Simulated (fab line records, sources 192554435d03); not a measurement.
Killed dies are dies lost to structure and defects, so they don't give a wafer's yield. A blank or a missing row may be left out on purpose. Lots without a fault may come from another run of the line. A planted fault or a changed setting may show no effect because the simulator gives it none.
A struck lot beside a sound one | flow n5_finfet | 42 steps out of a route of 1938
Sound: wafers L863.1, L863.2, L863.3. Struck: wafers L856.1, L856.5, L856.6. The cause comes at the end.
At each step with rows: each side's tool, then ch and its chambers, then its first start. Under that, the readings that differ: sound wafers | struck wafers | difference of the means | sigmas: that difference in standard deviations of wafers without a fault.
alike: readings whose means differ by less than 2 such deviations, and words and numbers that are the same on both sides. not compared: withheld readings, readings that some wafer has no value for, bounds like >300 that may hide the same value, and numbers for which the record gives no deviation and whose values overlap.
The two part at a step that has a row with sigmas, a row that says differs or no value, or rows on one side only. Numbers that don't overlap but have no deviation are shown without sigmas and don't part them. A reading that every wafer of one side lacks parts them only if that side has two wafers or more.

first, 12 steps without rows for these wafers: N5_BEOL_M4_ETCH_77 (etches underlayer in N2/H2, target depth 6.5 nm, time 5.2 s); N5_BEOL_M4_ETCH_69 (etches SiARC in CF4, target depth 15.6 nm, time 26 s); N5_BEOL_M4_ALD_98 (deposits SiO2, target thk 2.5 nm, pulse time 1 s, co reactant pulse time 1 s); N5_BEOL_M4_ETCHBACK_99 (etches SiO2 in CHF3, target depth 5 nm, time 10.4 s); N5_BEOL_M4_ETCH_70 (etches SOC in N2/H2, target depth 80 nm, overetch 24 nm, time 130 s); N5_BEOL_M4_STRIP_71 (strips in N2/H2); N5_BEOL_M4_STRIP_78 (strips in N2/H2); N5_BEOL_M4_VIA_ETCH_34 (etches the open film in C4F6/O2, target depth 69.4 nm, time 65.9 s); N5_BEOL_M4_STRIP_83 (strips in C4F6/O2); N5_BEOL_M4_STRIP_36 (strips in N2/H2); N5_BEOL_M4_TRENCH_ETCH_37 (etches SiOC in C4F6/O2, target depth 55.555 nm, time 29.2 s); N5_BEOL_M4_ETCH_41 (etches SiCN in CH3F/O2, target depth 29.9 nm, time 52.5 s).
N5_BEOL_M4_STRIP_97: strips in N2/H2, time 10 s.
  sound on rie_diel-06 ch 0,1,3, day 12 18:35; struck on rie_diel-06 ch 0,1,3, day 11 00:09
  no value came back on the struck wafers for any of 9 readings (bias_power_w (W), chamber_pressure_mTorr (mTorr) and others); on the sound wafers bias_power_w (W) reads 7.072 7.012 6.998
then, 27 steps without rows for these wafers: N5_BEOL_M4_HM_STRIP_39 (strips TiN in peroxide tin strip, target depth 25 nm, time 158 s); N5_BEOL_M4_SRD_40 (time 30 s); N5_BEOL_M4_PRECLEAN_42 (cleans in residue remover, time 60 s); N5_BEOL_M4_SRD_43 (time 30 s); N5_BEOL_M4_DEGAS_44 (time 60 s); N5_BEOL_M4_PRE_CLEAN_45 (time 30 s); N5_BEOL_M4_ALD_84 (deposits TaN, pulse time 2 s, purge time 3 s, co reactant purge time 2 s); N5_BEOL_M4_SURFACE_TREAT_85; N5_BEOL_M4_CVD_47 (deposits Co from CCTBA/H2, target thk 3 nm, time 223.8 s); N5_BEOL_M4_SPUTTER_48 (material Cu, target thk 4.5 nm, time 8.29 s); N5_BEOL_M4_ANNEAL_49 (time 240 s); N5_BEOL_M4_SPUTTER_79 (material Cu, target thk 4.5 nm, time 8.29 s); N5_BEOL_M4_ANNEAL_80 (time 240 s); N5_BEOL_M4_SPUTTER_81 (material Cu, target thk 4.5 nm, time 8.29 s); N5_BEOL_M4_ANNEAL_82 (time 240 s); N5_BEOL_M4_SPUTTER_86 (material Cu, target thk 4.5 nm, time 8.29 s); N5_BEOL_M4_ANNEAL_87 (time 240 s); N5_BEOL_M4_SPUTTER_88 (material Cu, target thk 4.5 nm, time 8.29 s); N5_BEOL_M4_ANNEAL_89 (time 240 s); N5_BEOL_M4_SPUTTER_90 (material Cu, target thk 4.5 nm, time 8.29 s); N5_BEOL_M4_ANNEAL_91 (time 240 s); N5_BEOL_M4_SPUTTER_92 (material Cu, target thk 4.5 nm, time 8.29 s); N5_BEOL_M4_ANNEAL_93 (time 240 s); N5_BEOL_M4_SPUTTER_94 (material Cu, target thk 4.5 nm, time 8.29 s); N5_BEOL_M4_ANNEAL_95 (time 240 s); N5_BEOL_M4_SPUTTER_96 (material Cu, target thk 4.5 nm, time 8.29 s); N5_BEOL_M4_ECD_50 (material Cu, target thk 300 nm).
N5_BEOL_M4_RC_MEAS_101:
  sound on prober-01 ch 0, day 12 22:49; struck on prober-02 ch 0, day 11 04:26
  alike: DIBL_N, DIBL_P, IOFF_N, IOFF_P, ION_N, ION_P, SS_N, SS_P, VT_N, VT_P
-- the record jumps here: 4 days lie between the struck wafers' starts before and after (it left off in module BEOL_M4 and takes up again in module PASSIVATION, whose first step shown is number 1936 of the route) --
N5_PASSIVATION_PROBE_49:
  sound on prober-01, day 17 09:55; struck on prober-02, day 15 14:56
  reading                  | sound          | struck         | difference | sigmas
  defect_limited_yield (%) | 90.3 93.2 90.7 | 82.5 85.3 83.5 | -7.6       | -6
  killed_at_M4_up          | 10 7 9         | 97 97 88       | +85        | +16
  killed_at_contacts       | 16 12 12       | 30 21 25       | +12        | +2
  killed_dies              | 114 80 110     | 206 173 195    | +90        | +6
  killed_open              | 85 50 68       | 140 131 140    | +69        | +6
  killed_short             | 27 30 40       | 61 39 54       | +19        | +3
  sort_bin_5_function (%)  | 5.4 3.7 5.1    | 10.2 8.4 10.6  | +5.0       | +6
  sort_bin_6_memory (%)    | 4.2 2.6 3.8    | 6.4 5.8 5.5    | +2.4       | +4
  sort_n_pass              | 1066 1100 1070 | 974 1007 985   | -90        | -6
  sort_yield_pct (%)       | 90.3 93.2 90.7 | 82.5 85.3 83.5 | -7.6       | -6
  alike: killed_at_M0_to_M3, killed_at_front_end, killed_at_other, sort_bin_8_speed

WHERE THEY PART
First at N5_BEOL_M4_STRIP_97; last, within this record, at N5_PASSIVATION_PROBE_49.

WHY: what the simulator had put in
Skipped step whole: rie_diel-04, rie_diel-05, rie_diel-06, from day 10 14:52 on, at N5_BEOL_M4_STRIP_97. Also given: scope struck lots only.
